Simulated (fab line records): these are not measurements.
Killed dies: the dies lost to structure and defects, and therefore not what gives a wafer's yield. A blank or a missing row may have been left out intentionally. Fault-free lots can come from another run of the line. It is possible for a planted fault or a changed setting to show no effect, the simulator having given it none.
Chamber matching :: flow nand harc :: NHARC_A_STAIRCASE_TRIM_220 on rie diel-06: 4 sister chambers
The step chemistry O2, time 211.2 s. 4 wafers are shown with their chamber, then 9 later ones without.

== WAFERS, EACH WITH ITS CHAMBER ==
wafer: L080.4
chamber: 1
showerhead plenum p Torr (Torr): 3.31

wafer: L086.2
chamber: 0
showerhead plenum p Torr (Torr): 3.57

wafer: L086.4
chamber: 2
showerhead plenum p Torr (Torr): 3.69

wafer: L086.6
chamber: 3
showerhead plenum p Torr (Torr): 3.76

== WAFERS WITH NO CHAMBER GIVEN ==
wafer: L093.1
showerhead plenum p Torr (Torr): 3.56

wafer: L093.2
showerhead plenum p Torr (Torr): 3.75

wafer: L093.6
showerhead plenum p Torr (Torr): 3.75

wafer: L094.1
showerhead plenum p Torr (Torr): 3.75

wafer: L094.5
showerhead plenum p Torr (Torr): 3.68

wafer: L094.6
showerhead plenum p Torr (Torr): 3.75

wafer: L096.2
showerhead plenum p Torr (Torr): 3.29

wafer: L096.4
showerhead plenum p Torr (Torr): 3.56

wafer: L096.6
showerhead plenum p Torr (Torr): 3.75

== WHICH CHAMBER EACH WENT THROUGH ==
wafer: L093.1
from the rows above: 0
in truth: 0

wafer: L093.2
from the rows above: 3
in truth: 3

wafer: L093.6
from the rows above: 3
in truth: 3

wafer: L094.1
from the rows above: 3
in truth: 3

wafer: L094.5
from the rows above: 2
in truth: 2

wafer: L094.6
from the rows above: 3
in truth: 3

wafer: L096.2
from the rows above: 1
in truth: 1

wafer: L096.4
from the rows above: 0
in truth: 0

wafer: L096.6
from the rows above: 3
in truth: 3
Correct placement for 9 of the 9. Left unplaced by these rows: 0. Wrongly placed: 0.
How it was worked out, from the rows above alone: a wafer's distance from a chamber is the root of the sum, over the readings, of the square of ((its reading less the chamber's mean) divided by the reading's scatter). The wafer belongs to the nearest chamber; if the next one is less than 2 further off, it can't be placed. Each chamber's mean is taken over the wafers shown for it. The scatter: root of mean squared gap, hidden wafer to nearest shown wafer, with one shown wafer a chamber.
